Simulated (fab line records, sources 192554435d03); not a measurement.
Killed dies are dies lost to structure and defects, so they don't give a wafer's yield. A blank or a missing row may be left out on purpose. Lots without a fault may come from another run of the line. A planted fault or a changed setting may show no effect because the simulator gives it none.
fab line records | flow n5_finfet
record lots=4 wafers=12 last_day=19
route steps=1938 shown FIN_SAQP@135 FIN_CUT@154 BEOL_M4@1111 PASSIVATION@1936
lots that met no fault: from a run of the same line without faults
start_h: hours from the record's first day to the start of the lot's first wafer shown | wait_h: hours since the lot's step before | " the same as in the row above | L1.1+2: a row that stands for several wafers | - no value, or no start given | * or withheld: withheld | < > ~ a bound
route shown NAME@n: a module of which the file shows steps, and the number in the route of the first | usual: mean/standard deviation of fault-free wafers | same: alike in all rows | chamber/n: place in a boat | sites: the reading at each site | _std_site: their standard deviation | _edge_site: outer sites' mean less inner sites' | radius_mm: how far each site lies from the wafer's centre | mask NAME#n: copy n | behind: the tool/chamber that last shaped the wafer | hold: why the lot was held/for how many hours/how that ended | device: the transistor (n, p or np) that didn't switch | end of line: the same wafers' tests at the end of the route | a step without rows: its recipe alone | killed: dies lost to structure and defects at the first sort, not the wafer's yield | map: a wafer's dies, x killed, . not, _ none there
set.NAME: the setting as run; set.NAME@STEP: as run at that earlier step | model.NAME: the simulator's own value behind a step, which no gauge read
lots at some steps of the route; a table a step, a row a wafer
services: from which hour (start_h, from the record's first day; less than 0 if before it) a tool's chamber was out of use, for how many hours, and why
## steps
# step N5_FIN_SAQP_ETCH_67
# recipe chemistry=CH3F/O2 target=SiNx target_depth_a=300 mask_material=SOC pressure_mtorr=30 source_w=395 bias_w=73 Ar_flow_sccm=150 CH3F_flow_sccm=30 O2_flow_sccm=20 ion_energy_ev=120
# step N5_FIN_SAQP_STRIP_70
# recipe chemistry=N2/H2 power_w=500 temp_c=40 pressure_mtorr=50 rf_frequency_hz=6e+07 overash_fraction=0.3 bias_power_w=28 h2_frac=0.5 n2_flow_sccm=300 h2_flow_sccm=300
# step N5_FIN_SAQP_RECESS_71
# recipe chemistry=HF/NH3 target=SiO2 target_depth_a=30 afs_cycles=1 temp_c=30 sublimation_temp_c=180 sublimation_time_s=60
# step N5_FIN_SAQP_SPACER2_ALD_28
# recipe material=SiO2 target_thk_a=81 temp_c=300 ald_precursor_family=BDEAS ald_co_reactant=O2-plasma pulse_time_s=1 purge_time_s=2 co_reactant_purge_time_s=2 pressure_torr=2
# step N5_FIN_SAQP_SPACER2_ETCHBACK_29
# recipe chemistry=CHF3/O2 mode=anisotropic_etchback target=SiO2 target_depth_a=122 time_s=6.1 pressure_mtorr=30 source_w=650 bias_w=170 Ar_flow_sccm=200 CHF3_flow_sccm=50 O2_flow_sccm=5 ion_energy_ev=200
# step N5_FIN_SAQP_MANDREL2_REMOVE_60
# recipe chemistry=HBr/Cl2/O2 bt_time_s=10 target=a-Si stop_on=SiNx endpoint=OES-SiCl over_etch_frac=1 icp_w=600 bias_w=22 HBr_flow_sccm=150 Cl2_flow_sccm=80 O2_flow_sccm=5 pressure_mtorr=10
# step N5_FIN_SAQP_HM_OPEN_33
# recipe chemistry=CH3F/O2 target=SiNx mask_material=SiO2 target_depth_a=494 time_s=70.6 pressure_mtorr=30 source_w=395 bias_w=73 Ar_flow_sccm=150 CH3F_flow_sccm=30 O2_flow_sccm=20 ion_energy_ev=120 ends=cleared
# step N5_FIN_SAQP_ETCH_34
# recipe chemistry=C4F6/O2 target=SiO2 target_depth_a=450 time_s=15 ion_energy_ev=250 pressure_mtorr=30 source_w=345 bias_w=185 Ar_flow_sccm=300 C4F6_flow_sccm=10 O2_flow_sccm=10 ends=cleared
# step N5_FIN_SAQP_STRIP_77
# recipe chemistry=N2/H2 time_s=90 power_w=100 temp_c=40 pressure_mtorr=100 rf_frequency_hz=6e+07 bias_power_w=3 n2_flow_sccm=300 h2_flow_sccm=300
# step N5_FIN_SAQP_ETCH_64
# recipe chemistry=CF4 target=SiO2 target_depth_a=15 ion_energy_ev=350 pressure_mtorr=10 icp_w=800 bias_w=400 cf4_flow_sccm=80
# step N5_FIN_SAQP_FIN_ETCH_36
# recipe chemistry=HBr/Cl2/O2 target_depth_a=1200 mask_material=SiNx time_s=50.4 bias_w=102 pressure_mtorr=10 icp_w=800 HBr_flow_sccm=150 Cl2_flow_sccm=80 O2_flow_sccm=12
# usual HBr_flow_sccm=149.9/0.47 drypump_motor_current_A=5.6/0.6 oes_product_au=0.996/0.018 throttle_valve_pct=35.98/0.27
# columns lot.wafer tool chamber start_h wait_h HBr_flow_sccm drypump_motor_current_A oes_product_au rf_hours_counter_h throttle_valve_pct
L526.3 rie_si-02 0 85.69 0.0 149.5 5.6 1.003 76 36.11
L526.4 " 3 " " 150.0 5.3 0.992 50 35.76
L526.6 " 2 " " 149.0 6.2 0.955 - 35.58
L530.3 rie_si-02 0 110.20 0.0 148.9 5.6 1.002 76 36.11
L530.4 " 1 " " 149.2 4.6 1.009 52 35.83
L530.6 " 0 " " 149.1 5.6 1.008 - 36.10
L531.3 rie_si-02 0 117.97 0.0 150.1 5.6 0.994 77 36.13
L531.4 " 1 " " 149.7 4.6 1.000 53 35.83
L531.6 " 1 " " 150.2 4.6 1.008 - 35.83
L539.1 rie_si-06 1 164.28 0.0 150.4 5.5 0.979 33 35.75
L539.3 " 0 " " 149.5 5.9 1.004 119 36.49
L539.5 " 2 " " 150.0 4.9 0.988 - 36.25
# step N5_FIN_SAQP_PRECLEAN_38
# recipe chemistry=O3/DIW time_s=45 temp_c=22 o3_ppm=10
# step N5_FIN_SAQP_PRECLEAN_45
# recipe chemistry=dHF time_s=10 dilution=500:1 temp_c=25
# step N5_FIN_SAQP_SRD_39
# recipe dry=ipa_marangoni time_s=30 temp_c=23 rinse_liquid=diw
# step N5_FIN_SAQP_INSPECT_40
# recipe inspect_instrument=brightfield mode=aei
# usual raw_defect_count=224/66
# columns lot.wafer tool chamber start_h wait_h raw_defect_count
L526.3 defect_inspect-02 - 85.95 0.0 208
L526.4 " - " " 161
L526.6 " - " " 144
L530.3 defect_inspect-01 - 110.45 0.0 960
L530.4 " - " " 144
L530.6 " - " " 901
L531.3 defect_inspect-01 - 118.22 0.0 989
L531.4 " - " " 167
L531.6 " - " " 246
L539.1 defect_inspect-01 - 164.53 0.0 255
L539.3 " - " " 219
L539.5 " - " " 229
# step N5_FIN_CUT_COAT_18
# recipe resist=SOC temp_c=250 time_s=60 spin_rpm=1500 resist_thk_nm=230
# step N5_FIN_CUT_COAT_19
# recipe resist=SiARC temp_c=220 time_s=60 spin_rpm=1500 resist_thk_nm=20
# step N5_FIN_CUT_COAT_29
# recipe resist=underlayer temp_c=205 time_s=60 spin_rpm=1500 resist_thk_nm=10
# step N5_FIN_CUT_COAT_02
# recipe resist=CAR-EUV spin_rpm=1500 resist_thk_nm=30
# step N5_FIN_CUT_EBR_04
# recipe solvent=PGMEA ebr_width_mm=1.5
# step N5_FIN_CUT_SOFTBAKE_03
# recipe temp_c=110 time_s=60 resist=CAR-EUV
# step N5_FIN_CUT_EXPOSE_05
# recipe mask_id=FIN_CUT na=0.33 source_shape=annular sigma_inner=0.35 sigma_outer=0.8 polarization=unpolarized dose_mj=45.75
# step N5_FIN_CUT_PEB_06
# recipe peb_temp_c=100 peb_time_s=60 resist=CAR-EUV
# step N5_FIN_CUT_DEVELOP_07
# recipe develop_time_s=30 developer=TMAH resist=CAR-EUV rinse_liquid=surfactant_rinse dry=air_spin dev_temp_c=23
# step N5_FIN_CUT_INSPECT_10
# recipe mode=adi inspect_instrument=brightfield
# usual raw_defect_count=41/12
# columns lot.wafer tool chamber start_h wait_h raw_defect_count
L526.3 defect_inspect-02 - 86.46 0.0 28
L526.4 " - " " 33
L526.6 " - " " 24
L530.3 defect_inspect-02 - 110.85 0.0 834
L530.4 " - " " 33
L530.6 " - " " 807
L531.3 defect_inspect-01 - 118.73 0.0 835
L531.4 " - " " 34
L531.6 " - " " 42
L539.1 defect_inspect-02 - 164.92 0.1 52
L539.3 " - " " 37
L539.5 " - " " 32
# step N5_FIN_CUT_DESCUM_13
# recipe chemistry=O2 time_s=7 source_power_w=50 bias_power_w=20 pressure_mtorr=20 rf_frequency_hz=2.712e+07 temp_c=40 resist=CAR-EUV o2_flow_sccm=225
# step N5_BEOL_M4_RC_MEAS_101
# usual DIBL_N=35.9/1.3 DIBL_P=35.9/1.5 IOFF_N=0.152/0.023 IOFF_P=0.204/0.027 ION_N=673/9.2 ION_P=462/6.7 SS_N=71.4/0.48 SS_P=73.2/0.55 VT_N=250.3/2.6 VT_P=-250.6/3
# columns lot.wafer tool chamber start_h wait_h DIBL_N[mV/V] DIBL_P[mV/V] IOFF_N[nA/um] IOFF_P[nA/um] ION_N[uA/um] ION_P[uA/um] SS_N[mV/dec] SS_P[mV/dec] VT_N[mV] VT_P[mV]
L526.3 prober-02 0 248.27 0.6 37.8 37.5 0.194 0.215 682 459 71.8 73.4 248.2 -251.7
L526.4 " 0 " " 36.9 36.7 0.181 0.212 683 466 71.5 73.0 246.0 -252.6
L526.6 " 0 " " 38.6 38.7 0.214 0.243 680 460 71.8 73.5 245.5 -249.2
L530.3 prober-01 0 272.24 0.3 35.4 38.1 0.178 0.250 681 473 71.2 73.3 247.2 -245.2
L530.4 " 0 " " 34.4 36.4 0.150 0.228 680 473 71.3 73.2 251.1 -246.5
L530.6 " 0 " " 33.5 35.4 0.148 0.210 675 468 71.1 72.5 250.1 -246.4
L531.3 prober-02 0 278.40 0.3 36.0 33.2 0.112 0.145 662 450 71.1 72.5 253.4 -256.7
L531.4 " 0 " " 37.0 34.8 0.124 0.166 653 452 71.4 73.6 254.0 -252.9
L531.6 " 0 " " 38.0 35.9 0.144 0.185 665 457 71.1 72.6 250.3 -252.9
L539.1 prober-02 0 334.64 0.0 37.9 37.5 0.177 0.282 669 468 72.8 72.9 250.0 -243.7
L539.3 " 0 " " 34.3 32.7 0.112 0.196 658 464 71.4 71.8 255.1 -245.7
L539.5 " 0 " " 36.2 35.5 0.143 0.233 660 462 71.5 72.5 252.8 -244.6
# step N5_PASSIVATION_PROBE_49
# usual defect_limited_yield=91.0/1.5 killed_at_M0_to_M3=37/12 killed_at_M4_up=13/5 killed_at_contacts=13/6.1 killed_at_front_end=39/11 killed_at_other=4/3.2 killed_dies=106/17 killed_open=69/12 killed_short=35/7.9 sort_bin_5_function=5.3/1 sort_bin_6_memory=3.3/0.68 sort_n_pass=1074/17 sort_yield_pct=91.0/1.5
# same gross_dies=1180 killed_at_back_side=0 sort_bin_4_leakage[%]=0 sort_bin_8_speed[%]=0
# columns lot.wafer tool chamber start_h wait_h defect_limited_yield[%] killed_at_M0_to_M3 killed_at_M4_up killed_at_contacts killed_at_front_end killed_at_other killed_dies killed_open killed_short sort_bin_5_function[%] sort_bin_6_memory[%] sort_n_pass sort_yield_pct[%]
L526.3 prober-01 - 361.55 0.1 92.8 23 7 12 42 1 85 50 34 4.2 2.7 1095 92.8
L526.4 prober-01 - 361.60 0.2 91.5 29 8 12 43 8 100 54 45 5.2 2.5 1080 91.5
L526.6 prober-01 - 361.70 0.3 91.1 45 14 6 39 1 105 66 39 4.7 3.8 1075 91.1
L530.3 prober-02 - 384.17 0.1 81.3 30 13 12 164 2 221 57 19 12.1 3.6 959 81.3
L530.4 prober-02 - 384.22 0.2 92.1 35 15 10 29 4 93 47 44 4.7 2.9 1087 92.1
L530.6 prober-02 - 384.32 0.3 81.4 29 14 12 164 0 219 60 26 11.5 4.3 961 81.4
L531.3 prober-01 - 390.47 0.1 80.6 40 9 7 162 11 229 66 32 11.9 4.5 951 80.6
# killed by level:class
L526.3 MOL_CONTACT_COAG:geometric_particle:open=10 FIN_SAQP:geometric_particle:open=9 FIN_SAQP:geometric_particle:short=9 BEOL_M0_SAQP:geometric_particle:short=5 BEOL_M3:geometric_particle:open=5 BEOL_M3:geometric_particle:short=4 STI_FIN_REVEAL:geometric_particle:open=3 DUMMY_GATE:geometric_particle:open=3
L526.4 FIN_SAQP:geometric_particle:short=17 BEOL_M0_SAQP:geometric_particle:short=10 FIN_SAQP:geometric_particle:open=9 MOL_CONTACT_COAG:geometric_particle:open=9 BEOL_M0_SAQP:geometric_particle:open=6 STI_FIN_REVEAL:geometric_particle:open=5 BEOL_M1:geometric_particle:open=5 GATE_CUT:geometric_particle:short=3
L526.6 BEOL_M0_SAQP:geometric_particle:short=13 FIN_SAQP:geometric_particle:open=10 FIN_SAQP:geometric_particle:short=10 BEOL_M0_SAQP:geometric_particle:open=9 BEOL_M3:geometric_particle:open=8 BEOL_M2:geometric_particle:open=6 GATE_CUT:geometric_particle:open=5 BEOL_M4:geometric_particle:open=5
L530.3 FIN_SAQP:unspecified=144 MOL_CONTACT_COAG:geometric_particle:open=10 BEOL_M0_SAQP:geometric_particle:open=7 BEOL_M0:geometric_particle:open=6 FIN_SAQP:geometric_particle:open=5 BEOL_M3:geometric_particle:open=5 BEOL_M0_SAQP:geometric_particle:short=4 BEOL_M2:geometric_particle:open=4
L530.4 FIN_SAQP:geometric_particle:short=9 FIN_SAQP:geometric_particle:open=8 BEOL_M0_SAQP:geometric_particle:short=8 MOL_CONTACT_COAG:geometric_particle:open=7 BEOL_M3:geometric_particle:open=6 BEOL_M4:geometric_particle:open=6 BEOL_M2:geometric_particle:open=5 BEOL_M0_SAQP:geometric_particle:open=4
L530.6 FIN_SAQP:unspecified=131 MOL_CONTACT_COAG:geometric_particle:open=9 STI_FIN_REVEAL:geometric_particle:open=7 GATE_CUT:geometric_particle:short=7 BEOL_M4:geometric_particle:open=7 BEOL_M0_SAQP:geometric_particle:open=6 BEOL_M0_SAQP:geometric_particle:short=5 BEOL_M3:geometric_particle:open=5
L531.3 FIN_SAQP:unspecified=126 FIN_SAQP:geometric_particle:open=11 FIN_SAQP:geometric_particle:short=9 BEOL_M0:geometric_particle:open=9 BEOL_M1:geometric_particle:open=8 MOL_CONTACT_COAG:geometric_particle:open=6 BEOL_M0_SAQP:geometric_particle:short=5 BEOL_M2:geometric_particle:open=5
# map L530.3 (x killed, . not)
_________________............________________
______________.....x............_____________
___________.........x..............__________
__________....xx....x.x....x......x._________
________..x.........x................._______
_______................................______
______.........................xx......._____
_____....................x....x....x.....____
____....x......xx.........................___
___........................................__
___..x......x....x.............x...........__
__...x................x....................._
__.....xx....x.............................._
_.......xx............x.....x........x.......
_..x..................x.....x......x.........
_xx.x........x.x............x....xx..........
_x.....x........................x..x.........
_........x...........x..x...........x........
_................x.x........x.xxx.xxxx.......
_....x...........x.........xxxxxxxxxx..x..x..
_........x.............xxxxxxxxxxxxxxx.......
__....................x.xxxxxxxxxxxxxxxxx..._
__......................xxxxxxxxxxxxxxxx...._
___.....................xxxxxxxxxxxxxx.x..x__
___......x.............xx.xxxxxxxxxxxxxx...__
____.........x..........xxxxxxxxxxxxx.xx..___
_____...................x..xxxxxxxxxx....____
______....................xxxxxxxxxxx.x._____
_______....................x.xxxxx.xx..______
________..................x.x.xx..xx.x_______
__________..x....x..........x..xx..._________
___________..............xxx.......__________
______________.................._____________
_________________............________________
# map L531.3 (x killed, . not)
_________________.x..........________________
______________........x........._____________
___________........................__________
__________....x.........x..........._________
________..............x.....x........._______
_______.....x...................x..x...______
______..............x..................._____
_____......x.......x.............x.......____
____..............x..x........x...........___
___........x...................x..x.......x__
___.x......................x........x....x.__
__x..........................x...........xx._
__...x..........x..............x........x..._
_x..................x.....x....x.............
_..x.....x.............x..........x.....x....
_...x..xx........................xx.......xxx
_........x.....x.............................
_.x.x.....x.....x.x..........................
_xx.x.....x.....x...........x.x.x.xx.x.x.....
_........................x..xxxxxxx..x.......
_.x...xx...x....x...x.....xxxxxxxxx.xx.x.....
__x..x...x.......x.....xxxxxxxxxxxxxxxx.x..._
__...................x...xx.xxxxxxxxxxxx...x_
___.....x......xx......xxxxxxxxxxxxxxxx....__
___....................x.xxxxxxxxxxxxxx....__
____......................xxxxxxxxxxxxx...___
_____...........x.........xxxxxxxxxxxxxx.____
______......................x.xxxxxxxx.._____
_______.x...x...........x...xxxxx....x.______
________......x..x......x......xxxx..x_______
__________.x..........xx........x..._________
___________.....x...........x.....x__________
______________x.............x..._____________
_________________............________________
## services
# columns tool chamber start_h hours kind
rie_si-06 2 75.11 39.6 repair
rie_si-06 - 98.32 4.3 pm
rie_si-06 3 106.99 3.7 repair
rie_si-06 - 137.70 14.6 pm
rie_si-06 - 158.76 0.3 repair
rie_si-06 3 163.21 1.5 repair
## key
first_sign step=N5_FIN_SAQP_INSPECT_40 reading=raw_defect_count direction=up sigmas=11 usual=224 struck=950
effect step=N5_FIN_CUT_INSPECT_10 reading=raw_defect_count direction=up sigmas=63 usual=41 struck=825
effect step=N5_PASSIVATION_PROBE_49 reading=killed_at_front_end direction=up sigmas=11 usual=39 struck=163
more_kills_born_at N5_FIN_SAQP_FIN_ETCH_36@rie_si-02=401
met_at N5_FIN_SAQP_FIN_ETCH_36
struck_wafers L530.3,L530.6,L531.3
onset_between 85.69 110.20
fault kind=chamber_particle_source tool=rie_si-02 chamber=0 onset_h=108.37 steps=N5_FIN_SAQP_FIN_ETCH_36 rate_per_visit_cm2=1.2573 end_h=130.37
